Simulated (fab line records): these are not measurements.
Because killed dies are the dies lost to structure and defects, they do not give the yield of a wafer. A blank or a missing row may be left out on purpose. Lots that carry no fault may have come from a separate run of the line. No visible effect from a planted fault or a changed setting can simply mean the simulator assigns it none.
What tool caused it? / flow nand-harc / Sampling: 7 lots, 19 wafers, 2 of 1159 route steps

WHAT THE GAUGES SHOWED, per wafer
NHARC_A_ONON_D1_THK_MEAS_21: measures by ellipsometry.
lot=L552; measured=day 8 09:52; on=film-metro-02; thk-nm (nm)=992 992 994
lot=L555; measured=day 8 18:41; on=film-metro-02; thk-nm (nm)=1017 1018 1018
lot=L556; measured=day 9 07:14; on=film-metro-02; thk-nm (nm)=999 997 999
lot=L561; measured=day 10 04:51; on=film-metro-02; thk-nm (nm)=990 993 993
lot=L567; measured=day 12 00:51; on=film-metro-02; thk-nm (nm)=1536 999
lot=L570; measured=day 12 21:33; on=film-metro-01; thk-nm (nm)=1526 1526
lot=L572; measured=day 12 21:41; on=film-metro-02; thk-nm (nm)=978 979 978

WHAT TOOL EACH LOT RAN ON (gives the tool, then ch and the chambers of the sampled wafers, and finally the start)
lot=L552; NHARC_A_ONON_D1_DEP_19=pecvd-onon-03 ch 0, day 8 09:25
lot=L555; NHARC_A_ONON_D1_DEP_19=pecvd-onon-02 ch 0, day 8 18:14
lot=L556; NHARC_A_ONON_D1_DEP_19=pecvd-onon-02 ch 0, day 9 06:43
lot=L561; NHARC_A_ONON_D1_DEP_19=pecvd-onon-01 ch 0, day 10 04:31
lot=L567; NHARC_A_ONON_D1_DEP_19=pecvd-onon-01 ch 0, day 12 00:20
lot=L570; NHARC_A_ONON_D1_DEP_19=pecvd-onon-01 ch 0, day 12 21:02
lot=L572; NHARC_A_ONON_D1_DEP_19=pecvd-onon-03 ch 0, day 12 21:17
- NHARC_A_ONON_D1_DEP_19: target thk 1000 nm.

THE ANSWER, worked out from the rows above alone
Rule: the usual values come from the lots themselves. Put in order of their means at a reading, lots are off if they are a third of the lots or fewer, leave a main group of 4 or more, and stand apart from it by a gap of 3 or more times the standard deviation of the main group's means; of several such gaps the widest counts. Not used: any main group whose means are identical at the precision the tables above print for the reading. Also off: a lot with no number at a reading for which 4 or more lots have one. Where the step has rows for the other lots, those lots are counted as sound.
Off, at NHARC_A_ONON_D1_THK_MEAS_21 on thk-nm: L567, L570. Mean 996 nm and standard deviation 13 in the main group.
A tool fits if, at a process step before that reading, it ran every lot that is off, and no sound lot after the first of them. Those tools and the gauges at NHARC_A_ONON_D1_THK_MEAS_21 are tried in the same way. One fits: NHARC_A_ONON_D1_DEP_19 on pecvd-onon-01. A fault onset in the window from L561 (day 10 04:31, its last sound lot) to L567 (day 12 00:20, its first lot off) fits.

WHAT HAD BEEN PUT IN BY THE SIMULATOR
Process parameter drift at NHARC_A_ONON_D1_DEP_19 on pecvd-onon-01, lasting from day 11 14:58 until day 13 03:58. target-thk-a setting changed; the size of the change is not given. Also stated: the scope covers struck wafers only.
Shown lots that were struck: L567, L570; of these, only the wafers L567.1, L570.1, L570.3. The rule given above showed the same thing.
